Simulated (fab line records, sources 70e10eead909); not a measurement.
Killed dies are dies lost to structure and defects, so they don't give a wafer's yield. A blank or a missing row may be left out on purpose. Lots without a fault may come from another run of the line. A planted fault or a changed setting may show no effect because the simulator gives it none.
Chamber matching | flow nand_harc | NHARC_P_BONDPAD_ACTIVATE_29 on rie_diel-01: 4 sister chambers
The step chemistry N2, time 60 s. 8 wafers are shown with their chamber, then 12 later ones without.

WAFERS WITH THEIR CHAMBER
wafer  | chamber | drypump_motor_current_A (A) | rf_vpp_V (V)
L081.2 | 0       | 5.8                         | 64.2
L089.6 | 2       | 6.1                         | 65.6
L091.3 | 1       | 6.6                         | 65.9
L091.5 | 0       | 5.8                         | 62.9
L091.6 | 3       | 4.7                         | 63.2
L092.1 | 1       | 6.6                         | 64.3
L092.3 | 2       | 6.0                         | 63.9
L092.6 | 3       | 4.7                         | 63.1

WAFERS WITHOUT THEIR CHAMBER
wafer  | drypump_motor_current_A (A) | rf_vpp_V (V)
L093.1 | 5.8                         | 64.1
L093.2 | 6.6                         | 64.7
L093.6 | 4.7                         | 64.8
L094.2 | 6.1                         | 64.7
L094.3 | 6.6                         | 65.4
L094.6 | 4.7                         | 64.0
L096.1 | 5.9                         | 63.9
L096.2 | 6.1                         | 65.4
L096.3 | 4.7                         | 64.6
L097.1 | 5.8                         | 64.1
L097.5 | 6.1                         | 65.8
L097.6 | 4.7                         | 64.5

WHICH CHAMBER EACH WENT THROUGH
wafer  | from the rows above     | in truth
L093.1 | 0                       | 0
L093.2 | 1                       | 1
L093.6 | 3                       | 3
L094.2 | 2                       | 2
L094.3 | 1                       | 1
L094.6 | 3                       | 3
L096.1 | can't be placed: 0 or 2 | 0
L096.2 | 2                       | 2
L096.3 | 3                       | 3
L097.1 | 0                       | 0
L097.5 | 2                       | 2
L097.6 | 3                       | 3
Placed correctly: 11 of 12. Can't be placed from these rows: 1 (the true chamber is among the candidates in 1). Placed wrongly: 0.
How it was worked out, from the rows above alone: a wafer's distance from a chamber is the root of the sum, over the readings, of the square of ((its reading less the chamber's mean) divided by the reading's scatter). The wafer belongs to the nearest chamber; if the next one is less than 2 further off, it can't be placed. A chamber's mean is the mean of its shown wafers. The scatter: the root of (the sum of the squares of (reading less its chamber's mean) over the shown wafers, divided by (wafers less chambers)).
